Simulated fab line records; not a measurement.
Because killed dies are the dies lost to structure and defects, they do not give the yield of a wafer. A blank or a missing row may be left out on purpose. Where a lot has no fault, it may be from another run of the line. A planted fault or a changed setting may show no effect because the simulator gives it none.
The tool behind it: which one? -- flow n5_finfet -- 72 wafers from 24 lots sampled at 5 of the route's 1938 steps

## WHAT EACH GAUGE READ, for each wafer
N5_DUMMY_GATE_INSPECT_17: inspects for defects (brightfield). Usual: raw_defect_count reads 190 (standard deviation 46).
lot,measured,on,raw_defect_count,flag
L074,day 2 22:08,defect_inspect-02,185 282 170,
L075,day 3 04:37,defect_inspect-02,141 243 231,
L076,day 3 11:01,defect_inspect-02,177 204 228,
L077,day 3 18:24,defect_inspect-02,228 260 209,
L078,day 4 01:08,defect_inspect-02,91 175 133,
L079,day 4 06:25,defect_inspect-01,252 202 197,
L080,day 4 10:45,defect_inspect-01,184 154 169,
L081,day 4 20:09,defect_inspect-01,183 115 162,
L082,day 5 01:41,defect_inspect-02,192 179 178,
L083,day 5 05:19,defect_inspect-02,204 206 158,
L084,day 5 11:43,defect_inspect-01,169 190 256,
L085,day 5 15:59,defect_inspect-01,141 147 194,
L086,day 6 04:00,defect_inspect-01,198 162 201,
L087,day 6 05:47,defect_inspect-01,187 135 168,
L088,day 6 13:38,defect_inspect-02,145 185 188,
L089,day 6 23:13,defect_inspect-02,259 146 122,
L090,day 7 00:28,defect_inspect-01,184 137 205,
L091,day 7 07:55,defect_inspect-02,211 183 170,
L092,day 7 10:56,defect_inspect-01,165 155 177,
L093,day 7 15:42,defect_inspect-02,175 215 299,
L094,day 7 23:03,defect_inspect-02,216 256 159,
L095,day 8 05:11,defect_inspect-02,234 239 265,
L096,day 8 09:11,defect_inspect-02,220 302 181,
L097,day 8 16:11,defect_inspect-01,145 162 188,

N5_SD_EPI_N_INSPECT_26: inspects for defects (darkfield). Usual: raw_defect_count reads 205 (standard deviation 41).
lot,measured,on,raw_defect_count,flag
L074,day 3 06:07,defect_inspect-02,197 315 203,
L075,day 3 12:20,defect_inspect-02,160 305 215,
L076,day 3 19:07,defect_inspect-02,197 219 228,
L077,day 4 03:13,defect_inspect-02,211 211 192,
L078,day 4 07:56,defect_inspect-02,133 167 160,
L079,day 4 14:01,defect_inspect-02,259 226 280,
L080,day 4 17:34,defect_inspect-01,179 206 214,
L081,day 5 04:28,defect_inspect-02,207 167 205,
L082,day 5 08:43,defect_inspect-01,185 163 199,
L083,day 5 11:50,defect_inspect-02,199 182 169,
L084,day 5 18:15,defect_inspect-02,221 210 298,
L085,day 5 22:25,defect_inspect-02,151 154 166,
L086,day 6 11:23,defect_inspect-01,218 168 208,
L087,day 6 12:21,defect_inspect-02,178 170 220,
L088,day 6 19:58,defect_inspect-02,179 252 185,
L089,day 7 05:50,defect_inspect-02,210 174 158,
L090,day 7 06:49,defect_inspect-02,186 126 154,
L091,day 7 14:32,defect_inspect-01,177 219 178,
L092,day 7 17:34,defect_inspect-02,161 201 188,
L093,day 7 23:21,defect_inspect-01,157 178 227,
L094,day 8 05:34,defect_inspect-02,251 260 146,
L095,day 8 12:01,defect_inspect-01,268 280 216,
L096,day 8 19:59,defect_inspect-02,242 236 205,
L097,day 8 22:56,defect_inspect-02,178 191 177,

N5_ILD0_INSPECT_06: inspects for defects (darkfield). Usual: raw_defect_count reads 41 (standard deviation 17).
lot,measured,on,raw_defect_count,flag
L074,day 3 21:02,defect_inspect-02,37 32 51,
L075,day 4 03:32,defect_inspect-01,55 31 99,
L076,day 4 07:47,defect_inspect-01,13 20 42,
L077,day 4 15:28,defect_inspect-01,21 23 18,
L078,day 4 21:20,defect_inspect-02,44 41 61,
L079,day 5 03:15,defect_inspect-02,31 20 13,
L080,day 5 06:39,defect_inspect-01,40 29 60,
L081,day 5 17:13,defect_inspect-01,101 65 55,
L082,day 5 20:11,defect_inspect-01,37 13 28,
L083,day 5 23:11,defect_inspect-01,16 20 39,
L084,day 6 06:29,defect_inspect-02,38 42 36,
L085,day 6 09:59,defect_inspect-01,38 45 49,
L086,day 6 23:54,defect_inspect-01,47 28 48,
L087,day 7 00:29,defect_inspect-02,34 38 37,
L088,day 7 07:43,defect_inspect-02,32 36 42,
L089,day 7 17:13,defect_inspect-01,29 23 55,
L090,day 7 18:38,defect_inspect-02,52 63 25,
L091,day 8 03:01,defect_inspect-01,39 36 36,
L092,day 8 04:55,defect_inspect-01,32 26 19,
L093,day 8 11:57,defect_inspect-02,41 66 40,
L094,day 8 18:14,defect_inspect-02,46 49 36,
L095,day 8 23:14,defect_inspect-02,62 61 41,
L096,day 9 07:35,defect_inspect-02,40 46 56,
L097,day 9 10:34,defect_inspect-01,39 54 59,

## TOOL THAT RAN EACH LOT (tool first, then ch and the chambers of the sampled wafers, then the start)
lot,N5_FIN_SAQP_STRIP_77,N5_SD_EPI_P_ETCH_37
L074,"rie_diel-01 ch 1,2,3, day 2 02:44","rie_diel-05 ch 0,1, day 3 06:42"
L075,"rie_diel-03 ch 0,1,3, day 2 08:47","rie_diel-05 ch 0,1, day 3 12:55"
L076,"rie_diel-06 ch 2,3, day 2 14:28","rie_diel-05 ch 0,1,3, day 3 19:41"
L077,"rie_diel-06 ch 0,1,3, day 2 20:53","rie_diel-05 ch 2,3, day 4 03:40"
L078,"rie_diel-03 ch 1,3, day 3 04:48","rie_diel-02 ch 0,2,3, day 4 08:31"
L079,"rie_diel-06 ch 0,1,3, day 3 08:48","rie_diel-02 ch 0,3, day 4 14:38"
L080,"rie_diel-01 ch 0,1,2, day 3 13:57","rie_diel-05 ch 0,2,3, day 4 18:09"
L081,"rie_diel-03 ch 2,3, day 4 00:13","rie_diel-05 ch 0,2,3, day 5 05:03"
L082,"rie_diel-01 ch 0,1, day 4 05:23","rie_diel-04 ch 0,2,3, day 5 09:17"
L083,"rie_diel-01 ch 0,2, day 4 08:43","rie_diel-02 ch 1,2, day 5 12:25"
L084,"rie_diel-06 ch 2,3, day 4 15:38","rie_diel-05 ch 2,3, day 5 18:46"
L085,"rie_diel-06 ch 0,1, day 4 20:38","rie_diel-05 ch 0,1,2, day 5 23:00"
L086,"rie_diel-01 ch 1,2,3, day 5 04:31","rie_diel-05 ch 0,1,2, day 6 11:58"
L087,"rie_diel-06 ch 0,1,3, day 5 09:37","rie_diel-05 ch 1,2,3, day 6 12:59"
L088,"rie_diel-06 ch 0,2, day 5 15:04","rie_diel-05 ch 1,2, day 6 20:25"
L089,"rie_diel-06 ch 1,2,3, day 5 21:18","rie_diel-05 ch 2,3, day 7 06:24"
L090,"rie_diel-03 ch 2,3, day 6 04:55","rie_diel-02 ch 0,1,2, day 7 07:43"
L091,"rie_diel-03 ch 1,2,3, day 6 09:38","rie_diel-05 ch 1,2, day 7 15:25"
L092,"rie_diel-03 ch 1,3, day 6 15:11","rie_diel-04 ch 0,2,3, day 7 18:17"
L093,"rie_diel-01 ch 0,2,3, day 6 20:00","rie_diel-05 ch 0,3, day 8 00:11"
L094,"rie_diel-01 ch 1,2, day 7 02:01","rie_diel-04 ch 2,3, day 8 06:01"
L095,"rie_diel-01 ch 0,1,3, day 7 08:50","rie_diel-05 ch 0,1,2, day 8 12:35"
L096,"rie_diel-01 ch 0,1,2, day 7 13:53","rie_diel-04 ch 1,2,3, day 8 20:34"
L097,"rie_diel-06 ch 0,2,3, day 7 21:01","rie_diel-02 ch 1,2, day 8 23:31"
- N5_FIN_SAQP_STRIP_77: strips in N2/H2, time 90 s.
- N5_SD_EPI_P_ETCH_37: etches SOC in N2/H2, overetch 108 nm, time 486 s.

## AS READ BY THE TOOLS THEMSELVES (means over the sampled wafers that have a number; for cases with no such wafer, the mark the record gives instead)
N5_FIN_SAQP_STRIP_77. Usual: drypump_motor_current_A 5.8 A, standard deviation 0.47; oes_product_au 0.78 a.u., standard deviation 0.092; rf_vpp_V 45.4 V, standard deviation 0.83; showerhead_plenum_p_Torr 3.42 Torr, standard deviation 0.091; throttle_valve_pct 12.3 %, standard deviation 0.31.
lot,tool,drypump_motor_current_A (A),oes_product_au (a.u.),rf_vpp_V (V),showerhead_plenum_p_Torr (Torr),throttle_valve_pct (%),flag
L074,rie_diel-01,5.7,0.81,45.3,3.39,12.1,
L075,rie_diel-03,5.9,0.70,45.5,3.37,12.5,
L076,rie_diel-06,5.7,0.77,45.8,3.43,12.6,
L077,rie_diel-06,5.7,0.77,45.2,3.39,12.4,
L078,rie_diel-03,5.9,0.71,45.4,3.33,12.4,
L079,rie_diel-06,5.7,0.77,45.3,3.38,12.4,
L080,rie_diel-01,6.1,0.79,45.8,3.43,12.2,
L081,rie_diel-03,5.6,0.71,44.8,3.38,12.4,
L082,rie_diel-01,6.6,0.77,45.9,3.47,12.2,
L083,rie_diel-01,5.8,0.71,46.0,3.40,12.4,
L084,rie_diel-06,5.7,0.75,45.2,3.42,12.6,
L085,rie_diel-06,5.7,0.92,45.2,3.58,12.0,
L086,rie_diel-01,5.7,0.78,45.8,3.37,12.2,
L087,rie_diel-06,5.6,0.85,45.3,3.51,12.2,
L088,rie_diel-06,5.4,0.74,45.2,3.50,12.5,
L089,rie_diel-06,5.8,0.80,44.8,3.49,12.3,
L090,rie_diel-03,5.4,0.88,44.7,3.41,12.2,
L091,rie_diel-03,5.7,0.85,45.6,3.36,12.2,
L092,rie_diel-03,5.9,0.82,45.3,3.31,12.1,
L093,rie_diel-01,5.8,0.70,45.1,3.39,12.5,
L094,rie_diel-01,6.0,0.81,45.1,3.39,12.0,
L095,rie_diel-01,6.2,0.76,44.5,3.41,12.2,
L096,rie_diel-01,6.2,0.75,44.8,3.41,12.2,
L097,rie_diel-06,5.5,0.74,45.2,3.46,12.6,

N5_SD_EPI_P_ETCH_37. Usual: drypump_motor_current_A 5.9 A, standard deviation 0.5; oes_product_au 0.72 a.u., standard deviation 0.079; rf_vpp_V 240.4 V, standard deviation 1.4; showerhead_plenum_p_Torr 2.52 Torr, standard deviation 0.082; throttle_valve_pct 23.83 %, standard deviation 0.28.
lot,tool,drypump_motor_current_A (A),oes_product_au (a.u.),rf_vpp_V (V),showerhead_plenum_p_Torr (Torr),throttle_valve_pct (%),flag
L074,rie_diel-05,5.5,0.68,241.4,2.58,23.91,
L075,rie_diel-05,5.5,0.68,239.9,2.58,23.91,
L076,rie_diel-05,5.8,0.71,239.9,2.52,23.84,
L077,rie_diel-05,6.4,0.80,239.8,2.48,23.74,
L078,rie_diel-02,6.1,0.71,240.3,2.51,23.87,
L079,rie_diel-02,5.6,0.66,240.0,2.44,23.82,
L080,rie_diel-05,6.1,0.75,240.2,2.53,23.81,
L081,rie_diel-05,6.1,0.75,241.4,2.53,23.83,
L082,rie_diel-04,5.5,0.62,240.9,2.53,23.82,
L083,rie_diel-02,6.4,0.68,239.7,2.53,24.29,
L084,rie_diel-05,6.4,0.78,239.7,2.47,23.75,
L085,rie_diel-05,5.9,0.73,239.6,2.52,23.76,
L086,rie_diel-05,5.8,0.73,241.0,2.52,23.77,
L087,rie_diel-05,6.1,0.76,239.7,2.47,23.68,
L088,rie_diel-05,6.2,0.78,239.4,2.47,23.59,
L089,rie_diel-05,6.4,0.76,240.0,2.47,23.77,
L090,rie_diel-02,6.0,0.67,241.2,2.48,24.14,
L091,rie_diel-05,5.9,0.74,240.3,2.46,23.63,
L092,rie_diel-04,5.5,0.70,241.6,2.63,23.75,
L093,rie_diel-05,5.7,0.67,240.7,2.56,24.02,
L094,rie_diel-04,5.6,0.78,242.6,2.66,23.32,
L095,rie_diel-05,5.8,0.71,241.4,2.52,23.77,
L096,rie_diel-04,5.5,0.70,242.6,2.63,23.62,
L097,rie_diel-02,6.4,0.82,239.6,2.52,24.10,

## THE ANSWER, worked out from the rows above alone
Rule: a lot is off if the mean of its wafers that have a number lies more than 3 standard deviations from the usual mean. Also off: a lot with no number at a reading for which 4 or more lots have one. The other lots that the step has rows for count as sound. First the gauges in route order, then the tools' own readings, where a lot's mean is used as printed above. At the first step where some lot is off, the reading lying furthest off is the one used; lots without a number count as furthest.
No lot is off at any reading shown: from this, nothing can be told.

## WHAT THE SIMULATOR PUT IN
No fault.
